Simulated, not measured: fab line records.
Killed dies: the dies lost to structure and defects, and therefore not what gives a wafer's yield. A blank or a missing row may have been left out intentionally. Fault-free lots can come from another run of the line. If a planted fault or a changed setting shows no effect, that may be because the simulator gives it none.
Matching of chambers | flow n5 finfet | 4 sister chambers for N5_MOL_CONTACT_COAG_ETCH_59 on rie diel-02
The step etches underlayer in N2/H2, target depth 13 nm, time 10.4 s. 22 wafers are shown with their chamber, then 11 later ones without.

## EACH WAFER AND ITS CHAMBER
wafer  | chamber | drypump motor current A (A) | throttle valve pct (%) | showerhead plenum p Torr (Torr)
L075.1 | 2       | 6.0                         | 18.23                  | 2.55
L075.2 | 3       | 6.1                         | 17.70                  | 2.57
L075.3 | 0       | 5.6                         | 17.74                  | 2.46
L076.3 | 0       | 5.6                         | 17.76                  | 2.46
L076.4 | 1       | 6.1                         | 17.64                  | 2.56
L076.6 | 3       | 6.1                         | 17.68                  | 2.57
L080.1 | 0       | 5.6                         | 17.77                  | 2.46
L080.4 | 1       | 6.1                         | 17.68                  | 2.56
L080.5 | 1       | 6.1                         | 17.70                  | 2.56
L085.1 | 1       | 6.1                         | 17.71                  | 2.55
L085.2 | 0       | 5.7                         | 17.78                  | 2.46
L085.3 | 2       | 6.0                         | 18.26                  | 2.54
L085.4 | 3       | 6.1                         | 17.73                  | 2.56
L085.5 | 0       | 5.6                         | 17.79                  | 2.46
L085.6 | 3       | 6.1                         | 17.74                  | 2.56
L087.2 | 2       | 5.9                         | 18.29                  | 2.54
L087.3 | 0       | 5.6                         | 17.78                  | 2.45
L087.6 | 2       | 5.9                         | 18.26                  | 2.54
L092.3 | 0       | 5.6                         | 17.81                  | 2.45
L092.4 | 2       | 6.0                         | 18.29                  | 2.53
L092.6 | 0       | 5.6                         | 17.80                  | 2.45
L093.1 | 3       | 6.1                         | 17.76                  | 2.56

SIGNATURES, as means of the wafers listed above
reading                  | chamber 0 | chamber 1 | chamber 2 | chamber 3 | scatter within a chamber
drypump motor current A  | 5.612     | 6.100     | 5.960     | 6.100     | 0.034
throttle valve pct       | 17.7787   | 17.6825   | 18.2660   | 17.7220   | 0.0268
showerhead plenum p Torr | 2.4562    | 2.5575    | 2.5400    | 2.5640    | 0.00569
Rule: a wafer's distance from a chamber is the root of the sum, over the readings, of the square of ((its reading less the chamber's mean) divided by the reading's scatter). The wafer belongs to the nearest chamber; if the next one is less than 2 further off, it can't be placed. The scatter: take each reading less its chamber's mean, square it, sum over the shown wafers, divide by the number of wafers less the number of chambers, and take the root.

## WAFERS WITHOUT THEIR CHAMBER
wafer  | drypump motor current A (A) | throttle valve pct (%) | showerhead plenum p Torr (Torr)
L093.3 | 5.6                         | 17.79                  | 2.45
L093.4 | 5.9                         | 18.29                  | 2.53
L094.1 | 5.9                         | 18.30                  | 2.53
L094.5 | 6.1                         | 17.78                  | 2.55
L094.6 | 5.9                         | 18.29                  | 2.53
L095.2 | 6.1                         | 17.77                  | 2.55
L095.5 | 5.9                         | 18.29                  | 2.53
L095.6 | 6.0                         | 17.77                  | 2.55
L097.1 | 6.1                         | 17.77                  | 2.55
L097.2 | 5.9                         | 18.30                  | 2.53
L097.4 | 6.1                         | 17.75                  | 2.54

## EACH ONE'S CHAMBER
wafer  | from the rows above     | in truth
L093.3 | 0                       | 0
L093.4 | 2                       | 2
L094.1 | 2                       | 2
L094.5 | can't be placed: 3 or 1 | 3
L094.6 | 2                       | 2
L095.2 | can't be placed: 3 or 1 | 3
L095.5 | 2                       | 2
L095.6 | can't be placed: 3 or 1 | 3
L097.1 | can't be placed: 3 or 1 | 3
L097.2 | 2                       | 2
L097.4 | can't be placed: 1 or 3 | 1
6 of 11 placed correctly. Cannot be placed on the basis of these rows: 5; the candidates contain the true chamber in 5. Number placed wrongly: 0.
